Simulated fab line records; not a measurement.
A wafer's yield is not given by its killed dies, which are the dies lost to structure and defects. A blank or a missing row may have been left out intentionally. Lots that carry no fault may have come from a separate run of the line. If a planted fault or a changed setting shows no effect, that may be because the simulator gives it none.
fab line records	flow n5_finfet
record: lots: 5	wafers: 15	last_day: 16
route steps=1938 shown BEOL_M5@1148
lots that met no fault: taken from a fault-free run of the same line
start_h: hours from the record's opening day to when the first of the lot's shown wafers began	wait_h: how many hours have passed since the lot's step before this one	" as in the row above	L1.1+2: a row that stands for several wafers	- no value present, or no start provided	* or withheld: withheld	< > ~ a bound
route shown NAME@n: names a module that has steps shown in the file, with the first one's number in the route	usual: mean/standard deviation taken from wafers without a fault	same: alike in all rows	chamber/n: place in a boat	sites: the reading at each site	_std_site: the standard deviation of these	_edge_site: inner sites' mean taken away from outer sites' mean	radius_mm: how far each site lies from the wafer's centre	mask NAME#n: copy n	behind: the tool/chamber that last shaped the wafer	hold: what put the lot on hold/how long, in hours/how the hold closed	device: names the non-switching transistor (n, p or np)	end of line: the route-end tests of the same wafers	step lacking rows: just its recipe	killed: the dies lost at the first sort to structure and to defects; this is not the yield of the wafer	map: a wafer's dies, marking killed ones x, the rest . and places with no die _
set.NAME: the setting the step ran with; set.NAME@STEP: the setting that earlier step ran with	model.NAME: the simulator's own value behind a step, which no gauge read
certain route steps with their lots: each step a table, each wafer a row
services: a tool's chamber out of use, with start hour (start_h, from the record's first day; less than 0 if before it), hours out, and reason
== steps ==
step: N5_BEOL_M5_CD_MEAS_28
recipe: target_cd_nm: 30.6	landing_energy_ev: 500	detector: se_inlens	target_cd_y_nm: 20	polarity: opening
usual: cd_nm: 30.61/0.26
lot.wafer	tool	chamber	start_h	wait_h	cd_nm
L854.1	cd_sem-02	0	167.62	-	30.61
L854.4	"	0	"	"	30.41
L854.6	"	0	"	"	30.41
L864.2	cd_sem-03	0	241.75	-	30.51
L864.5	"	0	"	"	30.96
L864.6	"	0	"	"	31.21
L868.2	cd_sem-03	0	272.29	-	30.57
L868.4	"	0	"	"	29.93
L868.6	"	0	"	"	30.39
L870.3	cd_sem-03	0	272.72	-	30.29
L870.5	"	0	"	"	30.07
L870.6	"	0	"	"	30.28
L869.1	cd_sem-01	0	277.75	-	30.83
L869.2	"	0	"	"	30.69
L869.4	"	0	"	"	30.57
step: N5_BEOL_M5_OVL_MEAS_29
recipe: points_per_wafer: 522
usual: V4_OVL: -0.3/0.76
lot.wafer	tool	chamber	start_h	wait_h	V4_OVL[nm]
L854.1	overlay-01	0	167.65	0.0	-0.7
L854.4	"	0	"	"	-1.9
L854.6	"	0	"	"	-0.6
L864.2	overlay-02	0	241.78	0.0	-0.1
L864.5	"	0	"	"	-0.4
L864.6	"	0	"	"	0.2
L868.2	overlay-02	0	272.33	0.0	-0.1
L868.4	"	0	"	"	0.4
L868.6	"	0	"	"	-0.1
L870.3	overlay-01	0	272.76	0.0	-1.1
L870.5	"	0	"	"	-0.1
L870.6	"	0	"	"	0.9
L869.1	overlay-02	0	277.78	0.0	0.6
L869.2	"	0	"	"	1.0
L869.4	"	0	"	"	1.1
step: N5_BEOL_M5_INSPECT_30
recipe: mode: adi	inspect_instrument: brightfield
usual: raw_defect_count: 397/100
lot.wafer	tool	chamber	start_h	wait_h	raw_defect_count
L854.1	defect_inspect-02	-	167.71	0.1	329
L854.4	"	-	"	"	351
L854.6	"	-	"	"	509
L864.2	defect_inspect-01	-	241.84	0.0	271
L864.5	"	-	"	"	288
L864.6	"	-	"	"	532
L868.2	defect_inspect-02	-	272.38	0.0	375
L868.4	"	-	"	"	435
L868.6	"	-	"	"	360
L870.3	defect_inspect-02	-	272.81	0.0	483
L870.5	"	-	"	"	491
L870.6	"	-	"	"	383
L869.1	defect_inspect-01	-	277.84	0.1	258
L869.2	"	-	"	"	339
L869.4	"	-	"	"	337
step: N5_BEOL_M5_DESCUM_33
recipe: chemistry: O2	time_s: 7	source_power_w: 50	bias_power_w: 20	pressure_mtorr: 20	rf_frequency_hz: 2.712e+07	temp_c: 40	resist: CAR-EUV	o2_flow_sccm: 225
step: N5_BEOL_M5_ETCH_75
recipe: chemistry: N2/H2	target: underlayer	target_depth_a: 65	mask_material: CAR-EUV	time_s: 5.2	ion_energy_ev: 200	pressure_mtorr: 30	source_w: 840	bias_w: 150	n2_flow_sccm: 200	h2_flow_sccm: 200	ends: cleared
usual: drypump_motor_current_A: 6.0/0.42	etch_rf_on_time_s: 5.19/0.094	n2_flow_sccm: 200.1/0.57	oes_product_au: 0.64/0.048	rf_vpp_V: 524.1/2.1	showerhead_plenum_p_Torr: 2.56/0.066	throttle_valve_pct: 17.93/0.15
lot.wafer	tool	chamber	start_h	wait_h	drypump_motor_current_A	etch_rf_on_time_s	n2_flow_sccm	oes_product_au	rf_hours_counter_h	rf_vpp_V	showerhead_plenum_p_Torr	throttle_valve_pct
L854.1	rie_diel-03	2	168.20	0.0	5.5	5.11	200.2	0.65	176	523.6	2.53	17.68
L854.4	"	3	"	"	5.6	5.20	199.3	0.60	205	522.4	2.52	17.93
L854.6	"	2	"	"	5.5	5.04	199.9	0.64	-	526.4	2.53	17.71
L864.2	rie_diel-04	0	241.91	0.0	5.4	5.05	199.1	0.71	80	528.2	2.68	17.69
L864.5	"	0	"	"	5.4	5.08	200.1	0.70	-	527.8	2.69	17.70
L864.6	"	3	"	"	6.4	5.28	200.9	0.59	-	524.8	2.53	17.87
L868.2	rie_diel-05	2	272.45	0.0	5.7	5.23	200.0	0.61	226	525.3	2.61	18.14
L868.4	"	0	"	"	5.2	5.14	200.0	0.67	113	523.6	2.56	18.22
L868.6	"	3	"	"	5.7	5.02	200.6	0.69	-	528.1	2.69	17.93
L870.3	rie_diel-04	1	272.87	0.0	6.3	5.26	200.4	0.63	173	522.3	2.54	18.15
L870.5	"	0	"	"	5.4	5.08	200.6	0.70	-	527.5	2.68	17.67
L870.6	"	1	"	"	6.2	5.20	200.0	0.63	-	523.4	2.54	18.12
L869.1	rie_diel-03	0	277.91	0.0	6.4	5.11	199.7	0.61	232	521.6	2.50	17.89
L869.2	"	1	"	"	6.0	5.00	200.1	0.71	62	521.9	2.48	17.84
L869.4	"	2	"	"	5.5	5.04	200.8	0.62	208	520.7	2.52	17.76
step: N5_BEOL_M5_ETCH_67
recipe: chemistry: CF4	target: SiARC	target_depth_a: 156	mask_material: CAR-EUV	time_s: 26	ion_energy_ev: 80	pressure_mtorr: 40	source_w: 545	bias_w: 36	Ar_flow_sccm: 100	cf4_flow_sccm: 100	ends: cleared
step: N5_BEOL_M5_ETCH_68
recipe: chemistry: N2/H2	target: SOC	target_depth_a: 800	overetch_a: 160	mask_material: SiARC	temp_c: 40	time_s: 120	ion_energy_ev: 200	pressure_mtorr: 30	source_w: 840	bias_w: 150	n2_flow_sccm: 200	h2_flow_sccm: 200
step: N5_BEOL_M5_STRIP_69
recipe: chemistry: N2/H2	temp_c: 40	n2_flow_sccm: 200	h2_flow_sccm: 200	rf_frequency_hz: 6e+07
step: N5_BEOL_M5_STRIP_76
recipe: chemistry: N2/H2	temp_c: 40	n2_flow_sccm: 200	h2_flow_sccm: 200	rf_frequency_hz: 6e+07
step: N5_BEOL_M5_VIA_ETCH_34
recipe: chemistry: C4F6/O2	target: SiCOH_lowk	target_depth_a: 883	mask_material: SOC	taper_deg: 4	time_s: 39.2	ion_energy_ev: 250	pressure_mtorr: 30	source_w: 345	bias_w: 185	Ar_flow_sccm: 300	C4F6_flow_sccm: 10	O2_flow_sccm: 10
step: N5_BEOL_M5_STRIP_85
recipe: chemistry: C4F6/O2	resist: SiARC	rf_frequency_hz: 6e+07
step: N5_BEOL_M5_STRIP_36
recipe: chemistry: N2/H2	power_w: 450	temp_c: 40	pressure_mtorr: 20	rf_frequency_hz: 6e+07	overash_fraction: 0.3	bias_power_w: 7	h2_frac: 0.5	n2_flow_sccm: 200	h2_flow_sccm: 200
usual: drypump_motor_current_A: 5.9/0.42	n2_flow_sccm: 200.0/0.62	oes_product_au: 0.75/0.056	rf_vpp_V: 59.1/1.5	showerhead_plenum_p_Torr: 2.55/0.066	throttle_valve_pct: 23.73/0.18
lot.wafer	tool	chamber	start_h	wait_h	drypump_motor_current_A	n2_flow_sccm	oes_product_au	rf_hours_counter_h	rf_vpp_V	showerhead_plenum_p_Torr	throttle_valve_pct
L854.1	rie_diel-03	2	168.39	0.0	5.4	199.4	0.75	176	59.6	2.52	23.47
L854.4	"	3	"	"	5.6	200.7	0.71	205	56.3	2.52	23.64
L854.6	"	2	"	"	5.5	199.4	0.76	-	57.8	2.52	23.50
L864.2	rie_diel-04	0	242.10	0.0	5.5	200.1	0.83	80	58.2	2.68	23.47
L864.5	"	0	"	"	5.4	199.4	0.84	-	58.8	2.68	23.49
L864.6	"	3	"	"	6.5	199.3	0.71	-	59.6	2.52	23.70
L868.2	rie_diel-05	2	272.64	0.0	5.7	199.8	0.70	226	58.1	2.61	23.89
L868.4	"	0	"	"	5.2	199.8	0.80	113	57.8	2.55	24.26
L868.6	"	3	"	"	5.7	199.8	0.83	-	60.5	2.69	23.76
L870.3	rie_diel-04	1	273.07	0.0	6.2	200.4	0.73	173	60.0	2.53	23.96
L870.5	"	0	"	"	5.4	200.7	0.82	-	58.8	2.68	23.51
L870.6	"	1	"	"	6.2	200.8	0.75	-	59.6	2.53	23.93
L869.1	rie_diel-03	0	278.10	0.0	6.3	199.0	0.72	232	57.8	2.50	23.60
L869.2	"	1	"	"	6.0	199.3	0.84	62	56.9	2.47	23.84
L869.4	"	2	"	"	5.5	200.7	0.73	208	57.5	2.51	23.55
step: N5_BEOL_M5_TRENCH_ETCH_37
recipe: chemistry: C4F6/O2	target_depth_a: 716.52	target: SiCOH_lowk	time_s: 24.7	ion_energy_ev: 250	pressure_mtorr: 30	source_w: 345	bias_w: 185	Ar_flow_sccm: 300	C4F6_flow_sccm: 10	O2_flow_sccm: 10
usual: drypump_motor_current_A: 6.0/0.42	mfc_ar_sccm: 300.1/0.99	oes_product_au: 0.75/0.056	rf_vpp_V: 666/4.1	showerhead_plenum_p_Torr: 2.86/0.068	throttle_valve_pct: 20.93/0.16
lot.wafer	tool	chamber	start_h	wait_h	drypump_motor_current_A	mfc_ar_sccm	oes_product_au	rf_hours_counter_h	rf_vpp_V	showerhead_plenum_p_Torr	throttle_valve_pct	model.etch.depth_nm	model.BEOL_M5.feature_depth_nm
L854.1	rie_diel-03	2	168.43	-	5.5	300.1	0.74	176	662	2.83	20.72	71.86	71.8
L854.4	"	3	"	"	5.6	301.3	0.70	205	674	2.82	21.02	71.7	71.6
L854.6	"	2	"	"	5.5	300.7	0.75	-	664	2.83	20.72	72.02	72
L864.2	rie_diel-04	0	242.14	-	5.4	299.1	0.82	80	669	2.99	20.70	71.81	71.8
L864.5	"	0	"	"	5.4	296.7	0.82	-	669	2.99	20.71	72.04	72
L864.6	"	3	"	"	6.5	301.3	0.69	-	659	2.83	20.90	70.03	70
L868.2	rie_diel-05	2	272.68	-	5.7	300.5	0.71	226	672	2.92	21.13	71.29	71.2
L868.4	"	0	"	"	5.2	301.8	0.78	113	663	2.87	21.23	70.97	71
L868.6	"	3	"	"	5.7	301.6	0.82	-	671	2.99	20.95	72.91	73
L870.3	rie_diel-04	1	273.11	-	6.2	301.3	0.74	173	666	2.83	21.11	71.5	71.4
L870.5	"	0	"	"	5.4	300.5	0.83	-	668	2.98	20.74	74.67	74.6
L870.6	"	1	"	"	6.2	298.6	0.73	-	665	2.83	21.11	71.44	71.4
L869.1	rie_diel-03	0	278.14	-	6.4	299.9	0.71	232	665	2.80	20.95	71.54	71.6
L869.2	"	1	"	"	6.0	299.8	0.84	62	663	2.76	20.76	72.5	72.6
L869.4	"	2	"	"	5.4	300.2	0.73	208	661	2.82	20.76	72.35	72.4
step: N5_BEOL_M5_ETCH_41
recipe: chemistry: CH3F/O2	target: SiCN	target_depth_a: 315	taper_deg: 2	time_s: 56.7	ion_energy_ev: 120	mask_material: TiN	pressure_mtorr: 30	source_w: 395	bias_w: 75	Ar_flow_sccm: 150	CH3F_flow_sccm: 30	O2_flow_sccm: 20
usual: CH3F_flow_sccm: 29.99/0.092	drypump_motor_current_A: 5.9/0.42	mfc_ar_sccm: 150.0/0.47	oes_product_au: 0.75/0.057	rf_vpp_V: 297.5/1.3	showerhead_plenum_p_Torr: 2.01/0.051	throttle_valve_pct: 16.35/0.15
lot.wafer	tool	chamber	start_h	wait_h	CH3F_flow_sccm	drypump_motor_current_A	mfc_ar_sccm	oes_product_au	rf_hours_counter_h	rf_vpp_V	showerhead_plenum_p_Torr	throttle_valve_pct
L854.1	rie_diel-03	2	-	-	30.14	5.4	149.3	0.75	176	298.9	1.99	16.18
L854.4	"	3	"	"	30.08	5.6	149.8	0.71	205	296.3	1.98	16.46
L854.6	"	2	"	"	30.10	5.4	150.6	0.74	-	298.1	1.99	16.17
L864.2	rie_diel-04	0	-	-	30.03	5.4	150.8	0.82	80	299.1	2.11	16.12
L864.5	"	0	"	"	30.04	5.4	150.6	0.83	-	297.6	2.11	16.12
L864.6	"	3	"	"	29.95	6.5	149.7	0.69	-	298.0	1.99	16.34
L868.2	rie_diel-05	2	-	-	30.03	5.7	151.0	0.71	226	298.7	2.05	16.59
L868.4	"	0	"	"	29.99	5.2	149.8	0.78	113	297.9	2.02	16.57
L868.6	"	3	"	"	29.96	5.7	150.3	0.82	-	301.3	2.11	16.32
L870.3	rie_diel-04	1	-	-	29.92	6.1	150.1	0.74	173	298.0	1.99	16.54
L870.5	"	0	"	"	29.92	5.4	150.3	0.81	-	299.6	2.10	16.15
L870.6	"	1	"	"	29.96	6.2	149.6	0.73	-	295.4	1.99	16.53
L869.1	rie_diel-03	0	-	-	30.11	6.4	149.8	0.71	232	296.4	1.96	16.40
L869.2	"	1	"	"	29.97	6.0	149.5	0.84	62	296.7	1.94	16.14
L869.4	"	2	"	"	30.14	5.4	150.0	0.73	208	295.9	1.98	16.22
step: N5_BEOL_M5_STRIP_91
recipe: chemistry: N2/H2	time_s: 10	power_w: 450	temp_c: 40	pressure_mtorr: 20	rf_frequency_hz: 6e+07	bias_power_w: 7	n2_flow_sccm: 200	h2_flow_sccm: 200
step: N5_BEOL_M5_OCD_MEAS_38
usual: trench_depth_nm: 71.6/1
lot.wafer	tool	chamber	start_h	wait_h	trench_depth_nm
L854.1	ocd-02	-	168.58	-	72.2
L854.4	"	-	"	"	71.8
L854.6	"	-	"	"	71.8
L864.2	ocd-01	-	242.29	-	71.7
L864.5	"	-	"	"	72.8
L864.6	"	-	"	"	69.6
L868.2	ocd-02	-	272.84	-	71.5
L868.4	"	-	"	"	70.9
L868.6	"	-	"	"	72.7
L870.3	ocd-02	-	273.26	-	71.0
L870.5	"	-	"	"	74.8
L870.6	"	-	"	"	71.5
L869.1	ocd-02	-	278.29	-	72.1
L869.2	"	-	"	"	71.9
L869.4	"	-	"	"	72.7
step: N5_BEOL_M5_HM_STRIP_39
recipe: chemistry: peroxide_tin_strip	material: TiN	target_depth_a: 250	temp_c: 50	time_s: 158
step: N5_BEOL_M5_SRD_40
recipe: time_s: 30	temp_c: 23	rinse_liquid: diw	dry: ipa_marangoni
step: N5_BEOL_M5_PRECLEAN_42
recipe: chemistry: residue_remover	time_s: 60	temp_c: 40
step: N5_BEOL_M5_SRD_43
recipe: time_s: 30	temp_c: 23	rinse_liquid: diw	dry: ipa_marangoni
step: N5_BEOL_M5_CD_MEAS_35
recipe: target_cd_nm: 28	target_cd_y_nm: 24	polarity: opening
usual: cd_nm: 28.0/0.32
lot.wafer	tool	chamber	start_h	wait_h	cd_nm
L854.1	cd_sem-02	-	168.74	0.0	28.1
L854.4	"	-	"	"	28.3
L854.6	"	-	"	"	28.4
L864.2	cd_sem-01	-	242.44	0.0	28.1
L864.5	"	-	"	"	27.9
L864.6	"	-	"	"	28.0
L868.2	cd_sem-03	-	272.99	0.0	28.3
L868.4	"	-	"	"	28.1
L868.6	"	-	"	"	28.5
L870.3	cd_sem-01	-	273.41	0.0	28.1
L870.5	"	-	"	"	27.9
L870.6	"	-	"	"	28.1
L869.1	cd_sem-01	-	278.45	0.0	27.7
L869.2	"	-	"	"	27.8
L869.4	"	-	"	"	27.1
step: N5_BEOL_M5_CURE_80
recipe: temp_c: 370	time_s: 120	ambient: DMADMS/He	material: SiCOH_lowk
step: N5_BEOL_M5_DEGAS_44
recipe: ambient: vacuum	temp_c: 250	time_s: 60
step: N5_BEOL_M5_PRE_CLEAN_45
recipe: gas: H2/He	time_s: 30	temp_c: 250
step: N5_BEOL_M5_ALD_86
recipe: material: TaN	target_thk_a: *	temp_c: 275	ald_precursor_family: PDMAT	ald_co_reactant: NH3	pressure_torr: 3	carrier_flow_sccm: 1500	pulse_time_s: 2	purge_time_s: 3	co_reactant_purge_time_s: 2	co_reactant_pulse_time_s: 3	ald_cycles: 30	precursor_vessel_temp_c: 75	precursor_vessel_pressure_torr: 26.25	precursor_vessel_carrier_sccm: 1000
step: N5_BEOL_M5_SURFACE_TREAT_87
recipe: gas: Ar	time_s: *	ion_energy_ev: *	ion_current_ma_cm2: 0.5	pressure_mtorr: *	ar_flow_sccm: 30
step: N5_BEOL_M5_CVD_47
recipe: material: Co	target_thk_a: 30	temp_c: withheld	precursor: CCTBA/H2	pressure_torr: 30	time_s: 216
step: N5_BEOL_M5_SPUTTER_48
recipe: material: Cu	target_thk_a: 150	temp_c: -20	chamber_pressure_pa: 0.07	power_w: withheld	time_s: 27.62
step: N5_BEOL_M5_ANNEAL_49
recipe: temp_c: 400	time_s: 1800	ambient: vacuum
step: N5_BEOL_M5_SPUTTER_81
recipe: material: Cu	target_thk_a: 150	temp_c: -20	chamber_pressure_pa: 0.07	power_w: withheld	time_s: 27.62
step: N5_BEOL_M5_ANNEAL_82
recipe: temp_c: 400	time_s: 1800	ambient: vacuum
step: N5_BEOL_M5_SPUTTER_83
recipe: material: Cu	target_thk_a: 150	temp_c: -20	chamber_pressure_pa: 0.07	power_w: withheld	time_s: 27.62
usual: throttle_valve_pct: 29.6/0.97
lot.wafer	tool	chamber	start_h	wait_h	throttle_valve_pct
L854.1	pvd_sputter-01	-	172.60	0.5	28.5
L854.4	"	-	"	"	30.0
L854.6	"	-	"	"	30.1
L864.2	pvd_sputter-03	-	247.58	0.5	31.9
L864.5	"	-	"	"	29.7
L864.6	"	-	"	"	31.9
L868.2	pvd_sputter-02	-	276.49	0.5	27.7
L868.4	"	-	"	"	30.1
L868.6	"	-	"	"	30.0
L870.3	pvd_sputter-01	-	278.56	0.5	28.5
L870.5	"	-	"	"	30.1
L870.6	"	-	"	"	28.6
L869.1	pvd_sputter-03	-	282.03	0.5	29.7
L869.2	"	-	"	"	32.2
L869.4	"	-	"	"	29.4
step: N5_BEOL_M5_ANNEAL_84
recipe: temp_c: 400	time_s: 1800	ambient: vacuum
step: N5_BEOL_M5_SPUTTER_88
recipe: material: Cu	target_thk_a: 150	temp_c: -20	chamber_pressure_pa: 0.07	power_w: withheld	time_s: 27.62
usual: throttle_valve_pct: 29.6/0.95
lot.wafer	tool	chamber	start_h	wait_h	throttle_valve_pct
L854.1	pvd_sputter-01	-	173.69	0.5	28.4
L854.4	"	-	"	"	29.9
L854.6	"	-	"	"	30.1
L864.2	pvd_sputter-03	-	248.67	0.5	31.9
L864.5	"	-	"	"	29.8
L864.6	"	-	"	"	31.9
L868.2	pvd_sputter-02	-	277.57	0.5	27.9
L868.4	"	-	"	"	29.7
L868.6	"	-	"	"	30.1
L870.3	pvd_sputter-01	-	279.65	0.5	28.2
L870.5	"	-	"	"	30.2
L870.6	"	-	"	"	28.7
L869.1	pvd_sputter-03	-	283.12	0.5	29.9
L869.2	"	-	"	"	31.9
L869.4	"	-	"	"	29.3
step: N5_BEOL_M5_ANNEAL_89
recipe: temp_c: 400	time_s: 1800	ambient: vacuum
step: N5_BEOL_M5_SPUTTER_90
recipe: material: Cu	target_thk_a: 45	temp_c: -20	chamber_pressure_pa: 0.07	power_w: withheld	time_s: 8.29
step: N5_BEOL_M5_ECD_50
recipe: material: Cu	target_thk_a: 3000
step: N5_BEOL_M5_ANNEAL_51
recipe: temp_c: 225	time_s: 90	ambient: N2
step: N5_BEOL_M5_CMP_52
recipe: stop_on: SiCOH_lowk	t_overpolish_s: 6.9	down_force_psi: 1	platen_rpm: 50	clearing_platen_down_force_psi: 1.5	clearing_platen_rpm: 50	post_cmp_clean: cu_alkaline	target_thk_nm: 62	clearing_platen_pad_velocity_m_s: 0.99484	pad_velocity_m_s: 0.99484
usual: barrier_field_endpoint_s: 24.5/0.56	motor_current_A: 5.8/0.67	overpolish_run_s: 6.900/0.0086	platen_rpm: 50.00/0.034	time_to_endpoint_s: 61.2/2.8
lot.wafer	tool	chamber	start_h	wait_h	barrier_field_endpoint_s	motor_current_A	overpolish_run_s	platen_rpm	time_to_endpoint_s	model.Cu_of_BEOL_M5_ECD_50.thk_nm
L854.1	cmp-04	3	175.28	0.3	24.7	4.8	6.896	50.00	61.5	62
L854.4	"	0	"	"	25.8	5.2	6.910	49.96	67.3	61.8
L854.6	"	0	"	"	24.8	5.2	6.894	50.01	63.3	63
L864.2	cmp-03	0	252.37	2.3	24.8	5.6	6.877	49.99	64.6	59.6
L864.6	"	0	"	"	24.8	5.8	6.904	50.01	64.0	59.2
L864.5	"	1	"	"	25.0	6.9	6.907	50.04	62.6	59.8
L868.2	cmp-04	3	279.20	0.2	24.9	5.1	6.913	50.04	64.4	60.8
L868.4	"	1	"	"	25.8	5.1	6.891	50.02	64.2	61
L868.6	"	2	"	"	25.4	5.5	6.901	49.98	66.5	63.4
L870.3	cmp-01	3	281.78	0.7	25.1	5.9	6.902	50.01	64.3	62.6
L870.5	"	2	"	"	25.0	6.3	6.911	49.98	65.0	65.4
L870.6	"	3	"	"	24.6	6.0	6.898	49.99	64.5	62.8
L869.4	cmp-04	2	284.72	0.1	24.1	5.4	6.904	50.02	59.9	63.2
L869.1	"	3	"	"	24.1	4.8	6.923	49.99	59.3	63
L869.2	"	0	"	"	24.2	5.0	6.897	50.01	62.6	63.2
step: N5_BEOL_M5_THK_MEAS_53
recipe: thk_meas_gauge: xrf	reads: Cu_of_BEOL_M5_ECD_50
usual: M5_THK: 61.9/1.5
lot.wafer	tool	chamber	start_h	wait_h	M5_THK[nm]
L854.1	film_metro-01	-	175.57	-	62.3
L854.4	"	-	"	"	61.7
L854.6	"	-	"	"	63.0
L864.2	film_metro-01	-	252.66	-	60.5
L864.5	"	-	"	"	60.2
L864.6	"	-	"	"	59.7
L868.2	film_metro-01	-	279.46	-	61.0
L868.4	"	-	"	"	61.2
L868.6	"	-	"	"	63.4
L870.3	film_metro-02	-	282.04	-	63.4
L870.5	"	-	"	"	65.9
L870.6	"	-	"	"	63.5
L869.1	film_metro-01	-	285.01	-	63.7
L869.2	"	-	"	"	64.0
L869.4	"	-	"	"	63.9
== services ==
tool	chamber	start_h	hours	kind
cmp-01	-	144.48	7.2	repair
pvd_sputter-02	-	174.26	5.0	repair
cmp-01	-	181.22	2.8	repair
cmp-01	-	215.29	4.0	pm
cmp-01	-	219.29	-	consumable_replace:conditioner
cmp-01	-	219.29	-	consumable_replace:pad
cmp-01	-	221.98	3.3	repair
rie_diel-03	1	235.73	2.8	repair
cmp-01	-	241.36	0.4	repair
cmp-01	-	248.38	7.0	repair
cmp-03	-	249.33	2.6	repair
cmp-04	-	249.36	3.8	repair
rie_diel-03	-	252.66	2.8	pm
cmp-04	-	260.25	4.0	pm
cmp-04	-	264.25	-	consumable_replace:conditioner
cmp-04	-	264.25	-	consumable_replace:pad
rie_diel-04	3	264.39	11.2	repair
cmp-03	-	264.99	0.5	repair
cmp-03	-	280.06	2.3	repair
== key ==
first_sign: step: N5_BEOL_M5_OCD_MEAS_38	reading: trench_depth_nm	direction: up	sigmas: 3.2	usual: 71.6	struck: 74.8
effect none on later readings
model_effect: step: N5_BEOL_M5_TRENCH_ETCH_37	value: etch.depth_nm	without: 72.17	struck: 74.67
model_effect: step: N5_BEOL_M5_CMP_52	value: Cu_of_BEOL_M5_ECD_50.thk_nm	without: 63	struck: 65.4
met_at N5_BEOL_M5_TRENCH_ETCH_37
struck_wafers L870.5
onset_between 242.14 273.11
fault: kind: process_parameter_drift	tool: rie_diel-04	chamber: 0	onset_h: 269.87	steps: N5_BEOL_M5_TRENCH_ETCH_37	channel: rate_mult	offset: 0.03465	shape: step	end_h: 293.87
